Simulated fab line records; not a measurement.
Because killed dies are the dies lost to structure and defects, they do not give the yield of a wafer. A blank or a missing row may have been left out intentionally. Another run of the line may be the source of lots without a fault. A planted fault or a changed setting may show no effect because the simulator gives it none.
2 desks looking at one fault / flow n5Finfet / every desk sees just its own numbers, and what lay behind them comes last

## FROM THE METROLOGY DESK
Means of the sampled wafers that have a number, per lot and without regard to the tool the lot ran on: this is what the gauges read. A lot is out of limits, marked OUT, if its mean lies more than 4 standard deviations from the usual mean; the brackets give that distance. Readings shown: 7 of its 11, picked as those furthest out on some lot.
Columns: A = DIBL_N at N5_BEOL_M4_RC_MEAS_101, usual 36.3 mV/V; B = IOFF_N at N5_BEOL_M4_RC_MEAS_101, usual 0.16 nA/um; C = IOFF_P at N5_BEOL_M4_RC_MEAS_101, usual 0.21 nA/um; D = ION_N at N5_BEOL_M4_RC_MEAS_101, usual 675 uA/um; E = SS_P at N5_BEOL_M4_RC_MEAS_101, usual 73.3 mV/dec; F = VT_N at N5_BEOL_M4_RC_MEAS_101, usual 250 mV; G = VT_P at N5_BEOL_M4_RC_MEAS_101, usual -250 mV
lot=L785; first seen here=day 8 04:47; A=36.0; B=0.17; C=0.23; D=687; E=74.3; F=247; G=-250
lot=L786; first seen here=day 8 09:01; A=35.6; B=0.14; C=0.19; D=662; E=72.9; F=253; G=-253
lot=L788; first seen here=day 8 23:27; A=38.4; B=0.19; C=0.23; D=694; E=74.4; F=247; G=-247
lot=L789; first seen here=day 9 09:26; A=38.6; B=0.19; C=0.25; D=675; E=73.0; F=249; G=-246
lot=L792; first seen here=day 9 16:16; A=34.5; B=0.13; C=0.18; D=668; E=72.9; F=254; G=-252
lot=L800; first seen here=day 12 20:55; A=39.3; B=0.20; C=0.24; D=697; E=74.0; F=246; G=-247
lot=L804; first seen here=day 13 07:11; A=35.5; B=0.14; C=0.21; D=675; E=72.6; F=252; G=-249
lot=L794; first seen here=day 13 16:23; A=35.9; B=0.17; C=0.23; D=682; E=73.0; F=247; G=-247
lot=L805; first seen here=day 14 07:26; A=36.5; B=0.15; C=0.21; D=667; E=73.5; F=251; G=-249
This desk's verdict: no lot among the 9 shows anything out of limits.

## AT THE TOOL OWNER'S DESK: rieDiel-03
The tool's own readings at N5_BEOL_M4_ETCH_77 (etches underlayer in N2/H2, target depth 6.5 nm, time 5.2 s): means of the sampled wafers that have a number, for each lot that ran on this tool. A lot is out of limits, marked OUT, if its mean lies more than 4 standard deviations from the usual mean; the brackets give that distance.
Columns: A = drypumpMotorCurrentA at N5_BEOL_M4_ETCH_77, usual 5.8 A; B = etchRfOnTimeS at N5_BEOL_M4_ETCH_77, usual 5.18 s; C = oesProductAu at N5_BEOL_M4_ETCH_77, usual 0.68 a.u.; D = rfVppV at N5_BEOL_M4_ETCH_77, usual 525 V; E = showerheadPlenumPTorr at N5_BEOL_M4_ETCH_77, usual 2.56 Torr; F = throttleValvePct at N5_BEOL_M4_ETCH_77, usual 17.88 %
lot=L785; first seen here=day 8 08:07; A=5.6; B=5.32; C=0.64; D=523; E=2.50; F=17.99
lot=L786; first seen here=day 8 11:52; A=5.5; B=5.16; C=0.68; D=526; E=2.60; F=17.73
lot=L788; first seen here=day 9 02:03; A=5.5; B=5.30; C=0.63; D=523; E=2.49; F=18.01
lot=L789; first seen here=day 9 10:37; A=5.3; B=5.37; C=0.59; D=520; E=2.49; F=18.06
lot=L800; first seen here=day 12 22:19; A=5.3; B=7.18 (+12) OUT; C=0.57; D=525; E=2.58; F=17.96
lot=L794; first seen here=day 13 17:32; A=5.8; B=6.21 (+6.1) OUT; C=0.62; D=525; E=2.59; F=17.86
This desk finds L794, L800 out of limits, L800 being first, at day 12 22:19 (etchRfOnTimeS at N5_BEOL_M4_ETCH_77). L785, L786, L788, L789: within limits.

## PUT TOGETHER
An alarm could have come from the tool owner's desk at day 12 22:19, on L794, L800.
From the metrology desk's view, nothing was out of limits.
The metrology desk holds a record of L794, L800, inside its limits.
On rieDiel-03, each named lot ran N5_BEOL_M4_ETCH_77.

## WHAT THE SIMULATOR PUT IN
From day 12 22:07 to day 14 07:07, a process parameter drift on rieDiel-03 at N5_BEOL_M4_ETCH_77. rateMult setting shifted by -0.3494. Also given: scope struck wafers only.
Struck lots among those shown: L794, L800.
How many hours passed from the start of the fault until each desk's first out-of-limits reading: the tool owner's desk, 0.
